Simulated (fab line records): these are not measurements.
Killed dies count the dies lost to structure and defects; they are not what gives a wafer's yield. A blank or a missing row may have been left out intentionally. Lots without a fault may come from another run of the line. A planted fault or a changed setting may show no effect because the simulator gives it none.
Which tool is to blame? ; flow n5-finfet ; 66 wafers from 22 lots sampled at 4 of the route's 1938 steps

## WHAT THE GAUGES READ, wafer by wafer
N5_BEOL_M1_THK_MEAS_01.
lot;measured;on;M1_ILD_THK (nm)
L074;day 6 01:14;film-metro-02;78.8 79.8 79.2
L075;day 6 05:17;film-metro-02;78.6 79.3 80.5
L076;day 6 10:42;film-metro-02;77.0 79.1 79.8
L077;day 6 18:35;film-metro-01;77.6 79.4 79.7
L078;day 6 20:56;film-metro-01;79.4 79.0 79.7
L079;day 7 12:53;film-metro-02;77.5 78.3 79.2
L081;day 7 19:52;film-metro-02;77.6 80.2 80.2
L082;day 8 04:43;film-metro-01;77.1 77.8 78.3
L083;day 8 06:23;film-metro-01;78.0 79.5 78.8
L084;day 8 15:04;film-metro-01;78.0 79.0 79.4
L085;day 8 22:04;film-metro-02;78.3 78.0 79.6
L086;day 9 02:26;film-metro-01;78.0 80.0 80.0
L087;day 9 08:28;film-metro-02;78.2 79.0 78.2
L088;day 9 18:18;film-metro-01;78.3 78.4 81.2
L089;day 9 17:38;film-metro-01;77.7 78.5 78.7
L090;day 9 22:28;film-metro-01;78.2 77.7 80.2
L091;day 10 12:34;film-metro-02;78.7 79.7 80.5
L092;day 10 15:29;film-metro-01;78.1 79.6 79.9
L093;day 10 16:53;film-metro-02;80.0 78.9 79.5
L095;day 11 02:17;film-metro-02;80.0 78.2 80.9
L096;day 11 15:27;film-metro-01;79.9 79.2 81.1
L097;day 11 17:11;film-metro-02;78.2 77.8 79.2

## WHAT TOOL EACH LOT RAN ON (gives the tool, then ch and the chambers of the sampled wafers, and finally the start)
lot;N5_BEOL_M0_SAQP_ETCH_107;N5_BEOL_M0_ETCH_128;N5_BEOL_M0_PRE_CLEAN_131
L074;rie-diel-01 ch 0,1, day 5 15:24;rie-diel-03 ch 0,2, day 5 21:41;cvd-co-01 ch 1,2, day 6 00:53
L075;rie-diel-02 ch 0,1,2, day 5 21:32;rie-diel-05 ch 0,1,3, day 6 02:00;cvd-co-01 ch 0,1, day 6 04:55
L076;rie-diel-02 ch 0,1,3, day 6 01:53;rie-diel-04 ch 0,1,3, day 6 06:19;cvd-co-02 ch 0,2, day 6 10:17
L077;rie-diel-06 ch 0,1,3, day 6 10:00;rie-diel-05 ch 0,2,3, day 6 15:20;cvd-co-01 ch 0,1, day 6 18:14
L078;rie-diel-06 ch 0,1,2, day 6 12:26;rie-diel-03 ch 0,2, day 6 16:25;cvd-co-02 ch 0,2, day 6 20:35
L079;rie-diel-01 ch 2,3, day 7 04:10;rie-diel-03 ch 0,2, day 7 09:00;cvd-co-01 ch 0,2, day 7 12:32
L081;rie-diel-02 ch 0,1,2, day 7 10:38;rie-diel-03 ch 1,2,3, day 7 15:37;cvd-co-02 ch 0,1, day 7 19:29
L082;rie-diel-02 ch 0,1, day 7 20:03;rie-diel-05 ch 2,3, day 8 00:29;cvd-co-02 ch 0,1,2, day 8 04:22
L083;rie-diel-01 ch 1,2, day 7 22:42;rie-diel-04 ch 1,3, day 8 03:40;cvd-co-02 ch 0,1,2, day 8 06:02
L084;rie-diel-06 ch 2,3, day 8 02:32;rie-diel-04 ch 1,2,3, day 8 10:59;cvd-co-01 ch 0,1,2, day 8 14:43
L085;rie-diel-01 ch 1,2,3, day 8 14:26;rie-diel-03 ch 1,2,3, day 8 19:24;cvd-co-02 ch 0,1, day 8 21:42
L086;rie-diel-06 ch 0,1,3, day 8 17:16;rie-diel-04 ch 0,2, day 8 21:50;cvd-co-01 ch 0,1,2, day 9 02:04
L087;rie-diel-01 ch 1,2, day 8 20:34;rie-diel-03 ch 1,2,3, day 9 05:01;cvd-co-02 ch 0,1,2, day 9 08:07
L088;rie-diel-02 ch 0,1, day 9 08:07;rie-diel-03 ch 1,2,3, day 9 13:44;cvd-co-01 ch 0,1, day 9 17:55
L089;rie-diel-06 ch 0,2,3, day 9 09:11;rie-diel-05 ch 0,1,2, day 9 13:25;cvd-co-02 ch 0,1,2, day 9 17:15
L090;rie-diel-06 ch 0,1,3, day 9 13:22;rie-diel-04 ch 1,2,3, day 9 18:04;cvd-co-01 ch 0,1,2, day 9 22:05
L091;rie-diel-06 ch 0,2, day 10 01:31;rie-diel-04 ch 0,2,3, day 10 08:32;cvd-co-01 ch 0,1, day 10 12:11
L092;rie-diel-02 ch 0,3, day 10 05:30;rie-diel-04 ch 1,2, day 10 12:32;cvd-co-01 ch 0,1,2, day 10 15:08
L093;rie-diel-02 ch 1,2,3, day 10 05:58;rie-diel-03 ch 0,3, day 10 12:39;cvd-co-02 ch 0,1,2, day 10 16:32
L095;rie-diel-01 ch 0,1,3, day 10 15:41;rie-diel-05 ch 0,3, day 10 21:32;cvd-co-02 ch 0,1,2, day 11 01:55
L096;rie-diel-06 ch 1,2, day 11 04:19;rie-diel-03 ch 0,3, day 11 10:06;cvd-co-01 ch 0,1,2, day 11 15:06
L097;rie-diel-02 ch 0,1,2, day 11 07:44;rie-diel-03 ch 0,1,3, day 11 13:40;cvd-co-01 ch 0,2, day 11 16:50
- N5_BEOL_M0_SAQP_ETCH_107: etches SiNx in CH3F/O2, target depth 30 nm.
- N5_BEOL_M0_ETCH_128: etches SiCN in CF4/N2, target depth 12 nm, overetch 5.1 nm, time 21.4 s.
- N5_BEOL_M0_PRE_CLEAN_131: time 15 s.

## WHAT THE TOOLS THEMSELVES READ (means of the sampled wafers that have a number; where no wafer has one, the mark that the record gives instead)
N5_BEOL_M0_SAQP_ETCH_107.
lot;tool;drypump-motor-current-A (A);mfc-ar-sccm (sccm);oes-product-au (a.u.);rf-vpp-V (V);showerhead-plenum-p-Torr (Torr);throttle-valve-pct (%)
L074;rie-diel-01;4.9;150.2;0.75;297;2.01;16.44
L075;rie-diel-02;5.6;150.1;0.82;296;1.99;16.12
L076;rie-diel-02;5.8;151.0;0.83;296;2.02;16.12
L077;rie-diel-06;5.3;149.3;0.73;297;1.95;16.43
L078;rie-diel-06;5.2;149.9;0.77;295;1.96;16.45
L079;rie-diel-01;6.1;149.7;0.72;297;1.99;16.28
L081;rie-diel-02;5.5;149.5;0.81;295;1.99;16.15
L082;rie-diel-02;5.6;149.7;0.84;297;2.05;16.06
L083;rie-diel-01;5.2;150.2;0.72;297;2.05;16.49
L084;rie-diel-06;5.4;149.6;0.70;293;1.90;16.35
L085;rie-diel-01;5.6;150.0;0.71;296;2.02;16.45
L086;rie-diel-06;5.4;149.7;0.72;296;1.94;16.46
L087;rie-diel-01;5.2;149.5;0.71;297;2.05;16.50
L088;rie-diel-02;5.6;149.7;0.83;298;2.05;16.08
L089;rie-diel-06;5.4;150.0;0.71;295;1.94;16.48
L090;rie-diel-06;5.3;150.1;0.71;296;1.94;16.47
L091;rie-diel-06;5.2;149.9;0.72;294;1.95;16.50
L092;rie-diel-02;5.7;150.6;0.79;299;2.04;16.23
L093;rie-diel-02;5.8;150.3;0.76;296;1.94;16.29
L095;rie-diel-01;5.3;150.0;0.72;296;1.96;16.46
L096;rie-diel-06;5.0;149.6;0.74;290;1.92;16.42
L097;rie-diel-02;5.5;149.9;0.78;297;1.98;16.19

N5_BEOL_M0_ETCH_128.
lot;tool;drypump-motor-current-A (A);mfc-ar-sccm (sccm);oes-product-au (a.u.);rf-vpp-V (V);showerhead-plenum-p-Torr (Torr);throttle-valve-pct (%)
L074;rie-diel-03;5.6;99.99;0.58;383.7;2.26;15.68
L075;rie-diel-05;6.1;99.65;0.52;382.1;2.20;15.56
L076;rie-diel-04;5.9;100.12;0.48;381.6;2.19;15.60
L077;rie-diel-05;6.2;100.15;0.54;381.7;2.20;15.35
L078;rie-diel-03;5.7;100.05;0.56;383.2;2.25;15.70
L079;rie-diel-03;5.6;100.27;0.56;383.1;2.25;15.71
L081;rie-diel-03;6.1;99.77;0.57;382.6;2.22;15.59
L082;rie-diel-05;6.2;99.84;0.51;382.4;2.24;15.63
L083;rie-diel-04;6.1;100.17;0.48;381.3;2.16;15.61
L084;rie-diel-04;6.0;99.98;0.54;381.8;2.15;15.46
L085;rie-diel-03;6.1;100.09;0.56;382.7;2.22;15.61
L086;rie-diel-04;5.3;100.17;0.66;382.4;2.20;15.02
L087;rie-diel-03;6.1;100.33;0.55;382.4;2.22;15.62
L088;rie-diel-03;6.1;99.96;0.55;382.7;2.22;15.61
L089;rie-diel-05;6.2;99.86;0.59;381.0;2.15;15.22
L090;rie-diel-04;5.9;100.09;0.59;383.4;2.24;15.30
L091;rie-diel-04;5.7;99.86;0.64;383.0;2.26;15.17
L092;rie-diel-04;5.5;99.87;0.57;381.4;2.17;15.20
L093;rie-diel-03;6.0;100.27;0.55;382.9;2.23;15.53
L095;rie-diel-05;6.2;100.38;0.51;383.5;2.23;15.62
L096;rie-diel-03;5.9;100.05;0.55;382.9;2.22;15.55
L097;rie-diel-03;6.2;99.70;0.56;381.7;2.20;15.53

N5_BEOL_M0_PRE_CLEAN_131.
lot;tool;heater-power-w (W)
L074;cvd-co-01;86
L075;cvd-co-01;72
L076;cvd-co-02;125
L077;cvd-co-01;80
L078;cvd-co-02;125
L079;cvd-co-01;77
L081;cvd-co-02;108
L082;cvd-co-02;116
L083;cvd-co-02;115
L084;cvd-co-01;80
L085;cvd-co-02;107
L086;cvd-co-01;79
L087;cvd-co-02;116
L088;cvd-co-01;74
L089;cvd-co-02;115
L090;cvd-co-01;79
L091;cvd-co-01;74
L092;cvd-co-01;79
L093;cvd-co-02;116
L095;cvd-co-02;118
L096;cvd-co-01;80
L097;cvd-co-01;78

## THE ANSWER, worked out from the rows above alone
Rule: usual is defined by the lots themselves. Put in order of their means at a reading, lots are off if they are a third of the lots or fewer, leave a main group of 4 or more, and stand apart from it by a gap of 3 or more times the standard deviation of the main group's means; of several such gaps the widest counts. A main group is skipped when, at the precision printed for the reading in the tables above, its means are all equal. A lot without any number at a reading at which 4 lots or more have one is off too. The other lots that the step has rows for count as sound. Order of review: gauges by route order, followed by the tools' own readings, for which a lot's mean as printed above is used. At the first step where some lot is off, the reading lying furthest off is the one used; lots without a number count as furthest.
Nothing can be told from this: no lot is off at any reading shown.

## WHAT THE SIMULATOR HAD INSERTED
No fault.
